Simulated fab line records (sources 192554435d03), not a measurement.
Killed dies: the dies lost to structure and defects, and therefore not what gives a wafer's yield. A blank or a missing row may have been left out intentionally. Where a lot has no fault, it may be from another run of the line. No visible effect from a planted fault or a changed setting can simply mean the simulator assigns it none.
fab line records	flow n5-finfet
record: lots: 11	wafers: 29	last-day: 18
route steps=1938 shown BEOL_M6@1231 PASSIVATION@1936
lots with no fault: from the same line, run without faults
start-h: the number of hours between the record's first day and the start of the first shown wafer of the lot	wait-h: how many hours have passed since the lot's step before this one	" same as the row above	L1.1+2: a row that stands for several wafers	- no value present, or no start provided	* or withheld: withheld	< > ~ a bound
route shown NAME@n: a module of which the file shows steps, and the number in the route of the first	usual: mean/standard deviation of fault-free wafers	same: alike in all rows	chamber/n: place in a boat	sites: per-site readings	_std_site: how widely they spread, as a standard deviation	_edge_site: the outer-site mean with the inner-site mean subtracted	radius-mm: for every site, how far away it sits from the centre of the wafer	mask NAME#n: copy n	behind: the most recent tool/chamber to have shaped the wafer	hold: why the lot was held/for how many hours/how that ended	device: whichever transistor did not switch (one of n, p or np)	end of line: the same wafers' tests at the end of the route	where a step has no rows: the recipe by itself	killed: dies lost to structure and defects at the first sort, not the wafer's yield	map: shows each die of a wafer: x if killed, . if not, _ if none is there
set.NAME: the run value of the setting; set.NAME@STEP: its run value at that earlier step	model.NAME: the simulator's own value behind a step, which no gauge read
a sample of lots followed through the steps of the route, with each step as a table and each wafer as a row
services: when a tool's chamber went out of use (start-h, in hours from the record's first day, below 0 if earlier), for how many hours, and the reason
== steps ==
step: N5_BEOL_M6_ETCH_72
recipe: chemistry: N2/H2	target: underlayer	target-depth-a: 65	mask-material: CAR-EUV	time-s: 5.2	ion-energy-ev: 200	pressure-mtorr: 30	source-w: 840	bias-w: 150	n2-flow-sccm: 200	h2-flow-sccm: 200	ends: cleared
usual: chamber-pressure-mTorr: 30.00/0.039	drypump-motor-current-A: 5.6/0.46	etch-rf-on-time-s: 5.20/0.17	oes-product-au: 0.69/0.068	rf-vpp-V: 524.1/2.3	showerhead-plenum-p-Torr: 2.55/0.077	throttle-valve-pct: 17.70/0.19
lot.wafer	tool	chamber	start-h	wait-h	chamber-pressure-mTorr	drypump-motor-current-A	etch-rf-on-time-s	oes-product-au	rf-hours-counter-h	rf-vpp-V	showerhead-plenum-p-Torr	throttle-valve-pct
L953.3	rie-diel-02	3	185.04	0.0	30.00	6.1	5.27	0.61	199	524.2	2.50	17.90
L953.4	"	1	"	"	30.03	5.4	5.11	0.70	79	519.4	2.47	17.50
L953.5	"	3	"	"	29.93	6.1	5.30	0.59	-	523.7	2.50	17.89
L955.3	rie-diel-04	0	196.22	0.0	30.06	5.9	5.32	0.77	7	525.0	2.47	17.61
L955.4	"	2	"	"	29.98	5.0	5.13	0.72	-	522.7	2.59	17.78
L955.5	"	1	"	"	29.98	5.2	5.25	0.76	-	527.7	2.73	17.70
L957.2	rie-diel-01	1	207.76	0.0	30.00	5.5	5.13	0.78	20	526.8	2.58	17.29
L957.3	"	0	"	"	30.01	5.7	5.32	0.60	187	527.2	2.64	17.71
L957.4	"	2	"	"	30.02	5.6	5.04	0.75	37	524.4	2.59	17.70
L966.1	rie-diel-01	0	274.48	0.0	30.02	5.7	5.27	0.59	212	525.0	2.63	17.76
L966.2	"	1	"	"	30.02	5.5	5.17	0.72	45	523.6	2.57	17.34
L966.5	"	0	"	"	29.96	5.7	5.28	0.59	-	526.7	2.63	17.76
L970.1	rie-diel-04	0	302.41	0.0	30.01	5.9	5.19	0.73	36	524.4	2.46	17.68
L970.5	"	0	"	"	30.04	5.8	5.24	0.73	-	522.0	2.46	17.66
L969.3	rie-diel-01	0	302.81	0.0	30.07	5.7	5.40	0.58	222	525.9	2.62	17.79
L969.6	"	2	"	"	30.01	5.6	5.14	0.71	-	524.5	2.57	17.78
L972.2	rie-diel-01	2	305.10	0.0	30.04	5.6	5.00	0.72	74	525.4	2.57	17.77
L972.3	"	0	"	"	29.99	5.7	5.30	0.58	223	525.2	2.62	17.78
L972.4	"	1	"	"	29.93	5.6	5.21	0.71	56	525.2	2.57	17.36
L973.4	rie-diel-02	3	305.47	0.0	29.98	6.1	5.47	0.56	241	523.9	2.48	17.99
L973.5	"	0	"	"	30.00	6.2	4.94	0.74	-	522.4	2.46	17.94
L971.1	rie-diel-01	0	311.45	0.0	29.97	5.6	5.37	0.58	225	525.4	2.62	17.78
L971.4	"	1	"	"	30.03	5.5	5.32	0.70	59	524.0	2.57	17.38
L971.5	"	1	"	"	30.02	5.5	5.34	0.70	-	525.0	2.57	17.38
L974.1	rie-diel-04	1	334.19	0.0	29.97	5.2	5.25	0.71	72	527.3	2.71	17.80
L974.3	"	0	"	"	30.00	5.9	5.24	0.72	48	521.9	2.46	17.69
L975.2	rie-diel-02	1	345.60	0.0	30.00	5.4	5.23	0.64	134	519.1	2.44	17.59
L975.4	"	1	"	"	30.01	5.3	5.26	0.65	-	522.3	2.44	17.62
L975.5	"	0	"	"	30.01	6.2	4.91	0.72	-	522.1	2.45	17.96
step: N5_BEOL_M6_ETCH_65
recipe: chemistry: CF4	target: SiARC	target-depth-a: 156	mask-material: CAR-EUV	time-s: 26	ion-energy-ev: 80	pressure-mtorr: 40	source-w: 545	bias-w: 36	Ar_flow_sccm: 100	cf4-flow-sccm: 100	ends: cleared
usual: chamber-pressure-mTorr: 40.00/0.037	drypump-motor-current-A: 5.6/0.46	etch-rf-on-time-s: 26.1/0.93	oes-product-au: 0.69/0.067	rf-vpp-V: 184.2/1	showerhead-plenum-p-Torr: 2.15/0.057	throttle-valve-pct: 15.45/0.26
lot.wafer	tool	chamber	start-h	wait-h	chamber-pressure-mTorr	drypump-motor-current-A	etch-rf-on-time-s	oes-product-au	rf-hours-counter-h	rf-vpp-V	showerhead-plenum-p-Torr	throttle-valve-pct
L953.3	rie-diel-02	3	185.05	0.0	40.03	6.1	27.2	0.60	199	184.8	2.12	15.78
L953.4	"	1	"	"	40.00	5.4	26.2	0.69	79	181.8	2.07	15.12
L953.5	"	3	"	"	40.02	6.1	27.1	0.60	-	183.1	2.12	15.80
L955.3	rie-diel-04	0	196.24	0.0	40.00	5.9	26.5	0.78	7	183.6	2.11	15.56
L955.4	"	2	"	"	40.04	4.9	26.1	0.71	-	184.9	2.16	15.20
L955.5	"	1	"	"	39.99	5.2	26.1	0.77	-	185.4	2.28	15.40
L957.2	rie-diel-01	1	207.77	0.0	39.99	5.5	26.5	0.75	20	184.8	2.18	15.05
L957.3	"	0	"	"	39.99	5.6	26.2	0.62	187	184.0	2.22	15.63
L957.4	"	2	"	"	39.94	5.6	25.3	0.76	37	184.5	2.18	15.46
L966.1	rie-diel-01	0	274.50	0.0	39.95	5.6	26.4	0.59	212	183.3	2.21	15.68
L966.2	"	1	"	"	39.98	5.5	26.6	0.72	45	185.1	2.17	15.11
L966.5	"	0	"	"	40.02	5.6	26.4	0.60	-	184.1	2.21	15.65
L970.1	rie-diel-04	0	302.42	0.0	40.03	5.9	26.5	0.73	36	183.6	2.10	15.61
L970.5	"	0	"	"	40.02	5.9	26.6	0.72	-	184.3	2.10	15.62
L969.3	rie-diel-01	0	302.82	0.0	40.01	5.7	26.4	0.58	222	184.6	2.21	15.70
L969.6	"	2	"	"	40.02	5.6	25.4	0.71	-	183.4	2.17	15.52
L972.2	rie-diel-01	2	305.11	0.0	39.95	5.6	25.5	0.71	74	184.2	2.17	15.52
L972.3	"	0	"	"	40.02	5.6	26.4	0.60	223	185.1	2.21	15.70
L972.4	"	1	"	"	39.98	5.5	26.9	0.70	56	184.3	2.17	15.12
L973.4	rie-diel-02	3	305.48	0.0	40.03	6.1	27.7	0.57	241	184.8	2.10	15.87
L973.5	"	0	"	"	39.94	6.2	25.1	0.73	-	182.2	2.08	15.78
L971.1	rie-diel-01	0	311.47	0.0	40.02	5.6	26.7	0.58	225	185.2	2.21	15.69
L971.4	"	1	"	"	40.00	5.5	27.3	0.68	59	185.5	2.17	15.14
L971.5	"	1	"	"	39.99	5.6	27.2	0.70	-	185.5	2.17	15.14
L974.1	rie-diel-04	1	334.21	0.0	40.01	5.1	25.7	0.72	72	186.6	2.27	15.48
L974.3	"	0	"	"	40.00	5.8	26.3	0.71	48	183.6	2.10	15.65
L975.2	rie-diel-02	1	345.62	0.0	39.96	5.3	26.2	0.64	134	183.3	2.05	15.23
L975.4	"	1	"	"	39.89	5.4	26.2	0.65	-	182.7	2.05	15.23
L975.5	"	0	"	"	40.02	6.2	24.9	0.72	-	183.6	2.08	15.81
step: N5_BEOL_M6_ALD_77
recipe: material: TaN	target-thk-a: 20	temp-c: 275	ald-precursor-family: PDMAT	ald-co-reactant: NH3	pressure-torr: 3	carrier-flow-sccm: 1500	pulse-time-s: 2	purge-time-s: 3	co-reactant-purge-time-s: 2	co-reactant-pulse-time-s: 3	ald-cycles: 40	precursor-vessel-temp-c: 75	precursor-vessel-pressure-torr: 26.25	precursor-vessel-carrier-sccm: 1000
usual: heater-power-w: 428/34	precursor-vessel-carrier-sccm: 1000.2/2.8
same: co-reactant-purge-time-s: 2
lot.wafer	tool	chamber	start-h	wait-h	heater-power-w	precursor-vessel-carrier-sccm	since-wet-clean-h
L953.3	ald-metal-02	3	186.07	0.0	401	998.4	2926
L953.4	"	0	"	"	353	1004.7	2926
L953.5	"	0	"	"	363	1000.3	-
L955.3	ald-metal-03	3	197.57	0.0	439	1002.6	4476
L955.4	"	1	"	"	441	1001.8	4476
L955.5	"	2	"	"	423	1001.5	-
L957.2	ald-metal-01	3	208.96	0.0	424	998.1	1410
L957.3	"	1	"	"	457	996.8	1410
L957.4	"	2	"	"	421	998.2	1410
L966.1	ald-metal-02	2	275.57	0.1	476	1003.8	3015
L966.2	"	1	"	"	443	999.0	3015
L966.5	"	2	"	"	487	995.2	-
L970.1	ald-metal-03	1	303.76	0.1	443	1001.0	4582
L970.5	"	3	"	"	429	1005.7	-
L969.3	ald-metal-02	3	303.93	0.2	401	997.5	3044
L969.6	"	1	"	"	449	1001.2	-
L972.2	ald-metal-02	2	306.24	0.0	461	997.6	3046
L972.3	"	3	"	"	399	1001.9	3046
L972.4	"	0	"	"	363	1001.0	3046
L973.4	ald-metal-03	0	306.60	0.0	466	996.4	4585
L973.5	"	3	"	"	448	996.8	-
L971.1	ald-metal-01	2	313.06	0.0	411	1001.5	1514
L971.4	"	0	"	"	421	996.5	1514
L971.5	"	0	"	"	422	1002.7	-
L974.1	ald-metal-02	2	335.26	0.1	475	999.6	3075
L974.3	"	0	"	"	353	999.8	3075
L975.2	ald-metal-02	0	346.99	0.0	360	998.4	3087
L975.4	"	2	"	"	477	1001.1	3087
L975.5	"	3	"	"	394	1000.3	-
step: N5_BEOL_M6_CVD_78
recipe: material: Co	target-thk-a: 20	temp-c: withheld	precursor: CCTBA/H2	pressure-torr: 30	time-s: 142.3
usual: run-length-s: 165.3/0.5
lot.wafer	tool	chamber	start-h	wait-h	run-length-s	since-wet-clean-h
L953.3	cvd-co-01	2	188.16	0.2	165.7	489
L953.4	"	2	"	"	166.2	-
L953.5	"	0	"	"	165.9	-
L955.3	cvd-co-01	0	198.55	0.4	165.0	-
L955.4	"	2	"	"	170.4	-
L955.5	"	0	"	"	164.9	-
L957.2	cvd-co-01	0	209.40	0.1	165.4	969
L957.3	"	2	"	"	170.2	-
L957.4	"	0	"	"	165.0	-
L966.1	cvd-co-02	2	275.97	0.0	165.7	358
L966.2	"	0	"	"	164.9	817
L966.5	"	0	"	"	165.1	-
L969.3	cvd-co-01	0	304.53	0.3	165.7	1065
L969.6	"	1	"	"	164.2	-
L970.1	cvd-co-01	2	304.63	0.3	165.8	605
L970.5	"	0	"	"	164.9	-
L972.2	cvd-co-01	2	306.60	0.0	166.0	607
L972.3	"	1	"	"	164.3	170
L972.4	"	0	"	"	165.3	-
L973.4	cvd-co-01	0	307.01	0.1	165.6	-
L973.5	"	2	"	"	165.8	-
L971.1	cvd-co-02	1	313.72	0.1	165.4	1292
L971.4	"	1	"	"	165.0	-
L971.5	"	2	"	"	165.8	-
L974.1	cvd-co-01	0	335.62	0.0	165.4	1096
L974.3	"	1	"	"	165.3	199
L975.2	cvd-co-02	0	347.47	0.0	165.0	889
L975.4	"	2	"	"	166.0	-
L975.5	"	0	"	"	165.1	-
step: N5_PASSIVATION_PROBE_49
usual: defect-limited-yield: 91.5/1.5	killed_at_M0_to_M3: 32/10	killed_at_M4_up: 13/4.9	killed-at-contacts: 13/6.1	killed-at-front-end: 38/11	killed-at-other: 3/3.2	killed-dies: 101/18	killed-open: 66/13	killed-short: 32/8.3	sort_bin_4_leakage: 0.00/0.018	sort_bin_5_function: 5.0/1	sort_bin_6_memory: 3.2/0.74	sort-n-pass: 1078/22	sort-yield-pct: 91.3/1.9
same: gross-dies: 1180	killed-at-back-side: 0	sort_bin_8_speed[%]: 0
lot.wafer	tool	chamber	start-h	wait-h	defect-limited-yield[%]	killed_at_M0_to_M3	killed_at_M4_up	killed-at-contacts	killed-at-front-end	killed-at-other	killed-dies	killed-open	killed-short	sort_bin_4_leakage[%]	sort_bin_5_function[%]	sort_bin_6_memory[%]	sort-n-pass	sort-yield-pct[%]
L972.4	prober-01	-	402.40	0.2	91.0	36	16	10	42	2	106	77	28	0	5.6	3.2	1074	91.0
killed by level:class
L972.4 FIN_SAQP:geometric-particle:open=15 BEOL_M1:geometric-particle:open=11 BEOL_M4:geometric-particle:open=10 FIN_SAQP:geometric-particle:short=9 MOL_CONTACT_COAG:geometric-particle:open=9 BEOL_M0_SAQP:geometric-particle:open=9 STARTING-WAFER:geometric-particle:open=5 BEOL_M0_SAQP:geometric-particle:short=4
== services ==
tool	chamber	start-h	hours	kind
rie-diel-04	0	165.14	-	clean
rie-diel-04	0	165.14	-	consumable-replace:focus-ring
rie-diel-04	0	165.14	17.2	scheduled-down
rie-diel-04	0	165.14	17.2	vent-cycle
cvd-co-01	-	171.25	14.6	pm
rie-diel-04	1	173.76	7.8	repair
rie-diel-04	3	182.36	-	clean
cvd-co-02	-	185.90	14.6	pm
ald-metal-01	-	188.19	2.3	repair
cvd-co-01	1	194.93	65.5	repair
cvd-co-01	-	211.02	2.8	pm
rie-diel-02	2	220.06	5.1	repair
ald-metal-02	2	227.19	6.8	repair
rie-diel-02	-	236.00	4.0	repair
rie-diel-04	-	260.98	14.6	pm
rie-diel-04	3	277.80	22.7	repair
rie-diel-04	-	278.13	2.0	repair
rie-diel-04	3	321.91	5.7	repair
rie-diel-01	1	325.21	10.6	repair
rie-diel-02	3	333.97	-	clean
rie-diel-02	3	333.97	-	consumable-replace:focus-ring
rie-diel-02	3	333.97	38.0	scheduled-down
rie-diel-02	3	333.97	38.0	vent-cycle
rie-diel-04	1	338.19	8.8	repair
== key ==
first-sign: step: N5_BEOL_M6_CVD_78	reading: run-length-s	direction: up	sigmas: 10	usual: *	struck: *
effect none on later readings
met-at N5_BEOL_M6_CVD_78
struck-lots L955,L957
struck-wafers L955.4,L957.3
not-acting-at N5_BEOL_M6_ETCH_72,N5_BEOL_M6_ETCH_65,N5_BEOL_M6_ALD_77
onset-between 188.16 198.55
fault: kind: process-parameter-drift	tool: cvd-co-01	chamber: 2	onset-h: 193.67	steps: N5_BEOL_M6_CVD_78	channel: time-s	offset: *	shape: step	end-h: 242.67	acts-in: *	stated: *
